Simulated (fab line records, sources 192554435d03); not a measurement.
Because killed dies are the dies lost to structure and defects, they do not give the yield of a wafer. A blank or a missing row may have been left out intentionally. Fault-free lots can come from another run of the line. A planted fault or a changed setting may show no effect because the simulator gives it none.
Lot-split experiment    flow n5-finfet    7 lots, 21 wafers read, on a route of 1938 steps

## THE SPLIT
At N5_BEOL_M5_COAT_05 (resist thk 30 nm), the setting spin-rpm was moved away from the recipe's 1500 rpm on 5 of the 21 wafers read, by -5.5% to +7.0%. The other wafers ran this setting at the recipe's value.

## FROM THE SPLIT TO THE READING: what the file shows between them, 4 steps
- N5_BEOL_M5_EBR_07
- N5_BEOL_M5_SOFTBAKE_06: time 60 s
- N5_BEOL_M5_EXPOSE_08: exposes mask M5, target cd 28 nm
- N5_BEOL_M5_PEB_09: peb time 60 s

## THE READING
CAR-EUV_of_BEOL_M5_COAT_05.thk-nm (the simulator's own value, which no gauge read), in nm, at N5_BEOL_M5_DEVELOP_10 (develop time 30 s). The file does not state a usual value for it. The 16 wafers here that ran the recipe average 29.5 nm, standard deviation 0.12 nm.

wafer   tool, chamber at the split  spin-rpm as run, rpm  against the recipe  CAR-EUV_of_BEOL_M5_COAT_05.thk-nm, nm  against lot-mates on the recipe
L075.1  litho-track-05, 0           1500                  recipe              29.6                                   -
L075.2  litho-track-05, 0           1500                  recipe              29.6                                   -
L075.4  litho-track-05, 0           1500                  recipe              29.6                                   -
L079.3  litho-track-03, 0           1500                  recipe              29.6                                   -
L079.5  litho-track-03, 0           1500                  recipe              29.6                                   -
L079.4  litho-track-03, 0           1500                  recipe              29.4                                   -
L086.2  litho-track-02, 0           1417                  -5.5%               30.6                                   +1.1
L086.4  litho-track-02, 0           1500                  recipe              29.4                                   -
L086.6  litho-track-02, 0           1500                  recipe              29.6                                   -
L087.3  litho-track-02, 0           1500                  recipe              29.4                                   -
L087.5  litho-track-02, 0           1500                  recipe              29.4                                   -
L087.6  litho-track-02, 0           1500                  recipe              29.6                                   -
L091.2  litho-track-02, 0           1605                  +7.0%               28.6                                   -0.8
L091.4  litho-track-02, 0           1605                  +7.0%               28.6                                   -0.8
L091.3  litho-track-02, 0           1500                  recipe              29.4                                   -
L095.1  litho-track-03, 0           1500                  recipe              29.2                                   -
L095.4  litho-track-03, 0           1500                  recipe              29.4                                   -
L095.5  litho-track-03, 0           1457                  -2.9%               29.8                                   +0.5
L096.3  litho-track-05, 0           1603                  +6.9%               28.6                                   -1.0
L096.4  litho-track-05, 0           1500                  recipe              29.6                                   -
L096.5  litho-track-05, 0           1500                  recipe              29.6                                   -

THE FIT
A straight line over all 21 wafers: CAR-EUV_of_BEOL_M5_COAT_05.thk-nm changes by -0.141 nm for each +1% of spin-rpm; r = -0.95; the points scatter about the line by 0.14 nm.
The same after taking each lot's own level away (the mean of its wafers on the recipe; 21 wafers): -0.142 nm for each +1%; r = -0.97; scatter 0.11 nm.
Per that fit: largest spin-rpm move, reading shift of 0.99 nm.
The lots' own levels span 29.30 to 29.60 nm, that is 2.4 times the standard deviation above.
So the lot-to-lot level changes the slope little: the two slopes agree.
Check: -1.01 nm against its lot-mates is what the line predicts for one of the wafers moved furthest among these (+7.0%) when that wafer is left out of the fit. Against them it came out at -0.8 nm.

## OTHER SPLITS ON THESE WAFERS
Note: prior to the reading, these wafers also went through further splits. Each is held against what the fit with the lots' levels taken away leaves over:
other split on the same wafers     wafers away from the commonest value  r with CAR-EUV_of_BEOL_M5_COAT_05.thk-nm (lot level and that fit taken away)
N5_BEOL_M2_EXPOSE_25 dose-mj       13                                    -0.09
N5_BEOL_M3_TRENCH_ETCH_37 time-s   9                                     +0.38
N5_BEOL_M3_ETCH_41 target-depth-a  8                                     -0.28

## THE WHOLE CHAIN: every reading that the file lists as answering this split, in the file's order
step                   what it does       reading                                                                             change (the file's fit)                r (the file's)
N5_BEOL_M5_COAT_05     resist thk 30 nm   CAR-EUV_of_BEOL_M5_COAT_05.thk-nm (the simulator's own value, which no gauge read)  -0.144 nm for each +1% of the setting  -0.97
N5_BEOL_M5_DEVELOP_10  develop time 30 s  CAR-EUV_of_BEOL_M5_COAT_05.thk-nm (the simulator's own value, which no gauge read)  -0.148 nm for each +1% of the setting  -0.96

## THE FILE'S OWN FIT
CAR-EUV_of_BEOL_M5_COAT_05.thk-nm changes by -0.148 nm for each +1% of spin-rpm, r = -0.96.
